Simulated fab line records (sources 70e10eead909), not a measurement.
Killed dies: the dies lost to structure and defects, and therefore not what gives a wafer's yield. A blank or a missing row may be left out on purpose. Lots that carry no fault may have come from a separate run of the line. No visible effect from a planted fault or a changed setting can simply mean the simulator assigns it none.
Which of the tools did it? + flow nand-harc + 11 lots, 33 wafers sampled, at 6 steps of a route of 1302

## WHAT THE GAUGES READ, wafer by wafer
NHARC_A_BLC_INSPECT_28. Usual: raw-defect-count reads 519 (standard deviation 140).
| lot  | measured     | on                | raw-defect-count | flag |
|------|--------------|-------------------|------------------|------|
| L308 | day 23 02:37 | defect-inspect-02 | 425 443 393      |      |
| L307 | day 23 05:17 | defect-inspect-02 | 454 441 445      |      |
| L311 | day 23 23:37 | defect-inspect-01 | 494 566 487      |      |
| L319 | day 27 22:37 | defect-inspect-02 | 579 387 452      |      |
| L320 | day 28 15:41 | defect-inspect-02 | 445 493 593      |      |
| L323 | day 28 19:27 | defect-inspect-01 | 601 321 495      |      |
| L322 | day 28 21:08 | defect-inspect-01 | 514 520 610      |      |
| L321 | day 29 03:29 | defect-inspect-02 | 514 774 853      |      |
| L325 | day 30 20:23 | defect-inspect-01 | 364 347 575      |      |
| L326 | day 31 01:31 | defect-inspect-01 | 457 681 495      |      |
| L328 | day 31 14:32 | defect-inspect-02 | 433 366 503      |      |

NHARC_A_M0_INSPECT_27. Usual: raw-defect-count reads 560 (standard deviation 160).
| lot  | measured     | on                | raw-defect-count | flag |
|------|--------------|-------------------|------------------|------|
| L308 | day 23 06:02 | defect-inspect-01 | 502 475 462      |      |
| L307 | day 23 08:50 | defect-inspect-02 | 465 435 543      |      |
| L311 | day 24 03:12 | defect-inspect-02 | 3261 3528 459    | OFF  |
| L319 | day 28 02:18 | defect-inspect-01 | 476 537 468      |      |
| L320 | day 28 19:07 | defect-inspect-01 | 423 455 384      |      |
| L323 | day 28 23:03 | defect-inspect-02 | 372 294 331      |      |
| L322 | day 29 00:42 | defect-inspect-01 | 669 688 722      |      |
| L321 | day 29 07:01 | defect-inspect-02 | 497 715 431      |      |
| L325 | day 31 00:13 | defect-inspect-01 | 638 353 475      |      |
| L326 | day 31 05:05 | defect-inspect-02 | 963 570 706      |      |
| L328 | day 31 18:07 | defect-inspect-02 | 527 467 488      |      |

NHARC_END_SORT_01. Usual: defect-limited-yield 91.6 %, standard deviation 2.8; killed-at-array 52, standard deviation 18; killed-at-other 0.6, standard deviation 0.83; killed-at-periphery 4.3, standard deviation 2.8; killed-dies 57, standard deviation 19; killed-open 3.4, standard deviation 2; killed-short 2.5, standard deviation 1.7; sort_bin_2_pct 3.0 %, standard deviation 1.1; sort_bin_3_pct 0.6 %, standard deviation 0.41; sort_bin_4_pct 4.7 %, standard deviation 1.6; sort-n-pass 620, standard deviation 19; sort-rim-yield-pct 91 %, standard deviation 3.7; sort-yield-pct 91.6 %, standard deviation 2.8.
| lot  | measured     | on        | defect-limited-yield (%) | killed-at-array | killed-at-other | killed-at-periphery | killed-dies | killed-open | killed-short | sort_bin_2_pct (%) | sort_bin_3_pct (%) | sort_bin_4_pct (%) | sort-n-pass | sort-rim-yield-pct (%) | sort-yield-pct (%) | flag |
|------|--------------|-----------|--------------------------|-----------------|-----------------|---------------------|-------------|-------------|--------------|--------------------|--------------------|--------------------|-------------|------------------------|--------------------|------|
| L311 | day 25 20:13 | prober-02 | 0 0 91.4                 | 673 674 58      | 0 1 0           | 4 2 0               | 677 677 58  | 3 7 3       | 5 6 3        | 3.5 3.8 3.8        | 90.0 88.8 0.4      | 6.5 7.4 4.3        | 0 0 619     | 0 0 88                 | 0 0 91.4           | OFF  |
| L319 | day 29 16:13 | prober-02 | 95.1 97.2 96.0           | 29 18 26        | 1 0 0           | 3 1 1               | 33 19 27    | 5 1 3       | 4 2 0        | 1.3 1.5 1.2        | 0.1 0.1 0.4        | 3.4 1.2 2.4        | 644 658 650 | 92 92 92               | 95.1 97.2 96.0     |      |
| L323 | day 30 18:14 | prober-01 | 93.9 94.1 93.8           | 32 31 32        | 0 4 1           | 9 5 9               | 41 40 42    | 7 1 3       | 3 1 2        | 2.2 1.8 2.1        | 0 0.6 0.1          | 3.8 3.5 4.0        | 636 637 635 | 92 94 92               | 93.9 94.1 93.8     |      |
| L322 | day 30 18:16 | prober-02 | 90.0 88.6 90.1           | 66 72 62        | 0 0 0           | 2 5 5               | 68 77 67    | 2 6 5       | 6 4 3        | 4.0 4.4 4.4        | 0.7 0.9 1.2        | 5.3 6.1 4.3        | 609 600 610 | 92 85 87               | 90.0 88.6 90.1     |      |
| L325 | day 33 05:52 | prober-01 | 91.9 89.7 91.7           | 50 64 54        | 1 2 1           | 4 4 1               | 55 70 56    | 2 6 3       | 4 1 2        | 2.7 3.2 2.5        | 0.1 0.4 0.4        | 5.3 6.6 5.3        | 622 607 621 | 88 85 88               | 91.9 89.7 91.7     |      |

## WHAT TOOL EACH LOT RAN ON (gives the tool, then ch and the chambers of the sampled wafers, and finally the start)
| lot  | NHARC_A_M0_ETCH_15                            | NHARC_A_M0_PRE_CLEAN_29                 | NHARC_A_M0_CMP_23             |
|------|-----------------------------------------------|-----------------------------------------|-------------------------------|
| L308 | rie-diel-06 ch 0,2, day 23 05:35 or earlier   | pvd-sputter-03, day 23 05:35 or earlier | cmp-02 ch 0,2,3, day 23 05:35 |
| L307 | rie-diel-12 ch 0,1,2, day 23 08:27 or earlier | pvd-sputter-03, day 23 08:27 or earlier | cmp-02 ch 0,1,2, day 23 08:27 |
| L311 | rie-diel-12 ch 2,3, day 24 02:45 or earlier   | pvd-sputter-02, day 24 02:45 or earlier | cmp-02 ch 0,1,3, day 24 02:45 |
| L319 | rie-diel-12 ch 0,3, day 28 01:55 or earlier   | pvd-sputter-01, day 28 01:55 or earlier | cmp-03 ch 0,1,3, day 28 01:55 |
| L320 | rie-diel-12 ch 1,2, day 28 18:42 or earlier   | pvd-sputter-02, day 28 18:42 or earlier | cmp-02 ch 0,1,3, day 28 18:42 |
| L323 | rie-diel-11 ch 0,3, day 28 22:34 or earlier   | pvd-sputter-03, day 28 22:34 or earlier | cmp-02 ch 0,2,3, day 28 22:34 |
| L322 | rie-diel-11 ch 0,1, day 29 00:16 or earlier   | pvd-sputter-02, day 29 00:16 or earlier | cmp-04 ch 0,1,2, day 29 00:16 |
| L321 | rie-diel-06 ch 1,3, day 29 06:33 or earlier   | pvd-sputter-03, day 29 06:33 or earlier | cmp-03 ch 0,1,3, day 29 06:33 |
| L325 | rie-diel-12 ch 0,1,3, day 30 23:46 or earlier | pvd-sputter-01, day 30 23:46 or earlier | cmp-02 ch 2,3, day 30 23:46   |
| L326 | rie-diel-12 ch 2,3, day 31 04:38 or earlier   | pvd-sputter-02, day 31 04:38 or earlier | cmp-02 ch 0,1,2, day 31 04:38 |
| L328 | rie-diel-11 ch 0,2,3, day 31 17:40 or earlier | pvd-sputter-02, day 31 17:40 or earlier | cmp-04 ch 0,1,2, day 31 17:40 |
- NHARC_A_M0_ETCH_15: etches the open film in C4F8/Ar, target depth 150 nm, overetch 15 nm, time 82.5 s.
- NHARC_A_M0_PRE_CLEAN_29: time 30 s.
- NHARC_A_M0_CMP_23: polishes, t overpolish 20 s, target thk 113.75 nm.

## AS READ BY THE TOOLS THEMSELVES (means over the sampled wafers that have a number; for cases with no such wafer, the mark the record gives instead)
NHARC_A_M0_ETCH_15. Usual: oes-product-au 0.947 a.u., standard deviation 0.024; rf-vpp-V 440.2 V, standard deviation 2.7.
| lot  | tool        | oes-product-au (a.u.) | rf-vpp-V (V) | flag |
|------|-------------|-----------------------|--------------|------|
| L308 | rie-diel-06 | 0.983                 | 438.3        |      |
| L307 | rie-diel-12 | 0.944                 | 441.5        |      |
| L311 | rie-diel-12 | 0.920                 | 440.8        |      |
| L319 | rie-diel-12 | 0.984                 | 438.2        |      |
| L320 | rie-diel-12 | 0.962                 | 444.6        |      |
| L323 | rie-diel-11 | 0.922                 | 437.0        |      |
| L322 | rie-diel-11 | 0.970                 | 438.7        |      |
| L321 | rie-diel-06 | 0.971                 | 440.8        |      |
| L325 | rie-diel-12 | 0.921                 | 441.2        |      |
| L326 | rie-diel-12 | 0.978                 | 440.7        |      |
| L328 | rie-diel-11 | 0.920                 | 438.5        |      |

NHARC_A_M0_PRE_CLEAN_29. Usual: heater-power-w 401 W, standard deviation 38; susceptor-temp-C 279.97 C, standard deviation 0.18.
| lot  | tool           | heater-power-w (W) | susceptor-temp-C (C) | flag |
|------|----------------|--------------------|----------------------|------|
| L308 | pvd-sputter-03 | 398                | 279.89               |      |
| L307 | pvd-sputter-03 | 401                | 279.89               |      |
| L311 | pvd-sputter-02 | 389                | 279.89               |      |
| L319 | pvd-sputter-01 | 417                | 280.15               |      |
| L320 | pvd-sputter-02 | 377                | 279.97               |      |
| L323 | pvd-sputter-03 | 420                | -                    | OFF  |
| L322 | pvd-sputter-02 | 364                | 279.81               |      |
| L321 | pvd-sputter-03 | 390                | 279.85               |      |
| L325 | pvd-sputter-01 | 446                | 279.95               |      |
| L326 | pvd-sputter-02 | 383                | 279.92               |      |
| L328 | pvd-sputter-02 | 369                | 279.92               |      |

NHARC_A_M0_CMP_23. Usual: motor-current-A 12.3 A, standard deviation 1.1; retaining-ring-pressure-frac 1.000, standard deviation 0.0053; time-to-endpoint-s 29.0 s, standard deviation 2.2.
| lot  | tool   | motor-current-A (A) | retaining-ring-pressure-frac | time-to-endpoint-s (s) | flag |
|------|--------|---------------------|------------------------------|------------------------|------|
| L308 | cmp-02 | 12.7                | 0.997                        | 28.0                   |      |
| L307 | cmp-02 | 12.1                | 0.997                        | 28.0                   |      |
| L311 | cmp-02 | 12.8                | 1.003                        | 33.3                   |      |
| L319 | cmp-03 | 13.0                | 1.005                        | 31.4                   |      |
| L320 | cmp-02 | 13.2                | 1.002                        | 27.2                   |      |
| L323 | cmp-02 | 13.0                | 1.004                        | 29.9                   |      |
| L322 | cmp-04 | 11.7                | 1.002                        | 30.5                   |      |
| L321 | cmp-03 | 12.8                | 1.005                        | 28.8                   |      |
| L325 | cmp-02 | 13.5                | 0.996                        | 28.0                   |      |
| L326 | cmp-02 | 12.1                | 0.996                        | 27.9                   |      |
| L328 | cmp-04 | 11.7                | 0.997                        | 31.1                   |      |

## THE ANSWER, worked out from the rows above alone
Rule: a lot is off if the mean of its wafers that have a number lies more than 3 standard deviations from the usual mean. Also off: a lot with no number at a reading for which 4 or more lots have one. The other lots that the step has rows for count as sound. First the gauges in route order, then the tools' own readings, where a lot's mean is used as printed above. At the first step where some lot is off, the reading lying furthest off is the one used; lots without a number count as furthest.
Off, at NHARC_A_M0_INSPECT_27 on raw-defect-count: L311.
A tool fits if, at a process step before that reading, it ran every lot that is off, and no sound lot after the first of them. Not tried: the gauges at NHARC_A_M0_INSPECT_27; whatever is off there is also off at NHARC_END_SORT_01, on other tools, and gauge error can't account for it. With no start given for some of its lots, NHARC_A_M0_ETCH_15 uses the hours and lot order of NHARC_A_M0_CMP_23. With no start given for some of its lots, NHARC_A_M0_PRE_CLEAN_29 uses the hours and lot order of NHARC_A_M0_CMP_23. None of those tried fits.

## WHAT HAD BEEN PUT IN BY THE SIMULATOR
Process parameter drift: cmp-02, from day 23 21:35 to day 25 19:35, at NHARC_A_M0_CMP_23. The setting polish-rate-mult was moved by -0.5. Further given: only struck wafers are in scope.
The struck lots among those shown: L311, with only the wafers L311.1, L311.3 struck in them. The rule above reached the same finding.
